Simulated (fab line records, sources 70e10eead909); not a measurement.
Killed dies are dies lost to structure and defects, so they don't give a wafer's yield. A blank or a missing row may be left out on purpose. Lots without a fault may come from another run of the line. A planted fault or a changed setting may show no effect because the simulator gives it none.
Chamber matching | flow nand_harc | NHARC_P_ZERO_WELL_DESCUM_54 on rie_diel-02: 4 sister chambers
The step chemistry O2, time 3 s. 4 wafers are shown with their chamber, then 7 later ones without.

WAFERS WITH THEIR CHAMBER
wafer  | chamber | showerhead_plenum_p_Torr (Torr)
L426.4 | 1       | 1.79
L427.5 | 0       | 2.02
L437.1 | 3       | 1.92
L437.4 | 2       | 1.90

WAFERS WITHOUT THEIR CHAMBER
wafer  | showerhead_plenum_p_Torr (Torr)
L437.5 | 1.92
L441.1 | 2.01
L441.4 | 1.92
L441.6 | 2.01
L444.1 | 1.90
L444.2 | 1.92
L444.3 | 2.01

WHICH CHAMBER EACH WENT THROUGH
wafer  | from the rows above | in truth
L437.5 | 3                   | 3
L441.1 | 0                   | 0
L441.4 | 3                   | 3
L441.6 | 0                   | 0
L444.1 | 2                   | 2
L444.2 | 3                   | 3
L444.3 | 0                   | 0
Placed correctly: 7 of 7. Can't be placed from these rows: 0. Placed wrongly: 0.
How it was worked out, from the rows above alone: a wafer's distance from a chamber is the root of the sum, over the readings, of the square of ((its reading less the chamber's mean) divided by the reading's scatter). The wafer belongs to the nearest chamber; if the next one is less than 2 further off, it can't be placed. A chamber's mean is the mean of its shown wafers. The scatter: with one shown wafer a chamber, the root of the mean of the squares of how far each hidden wafer lies from its nearest shown one.
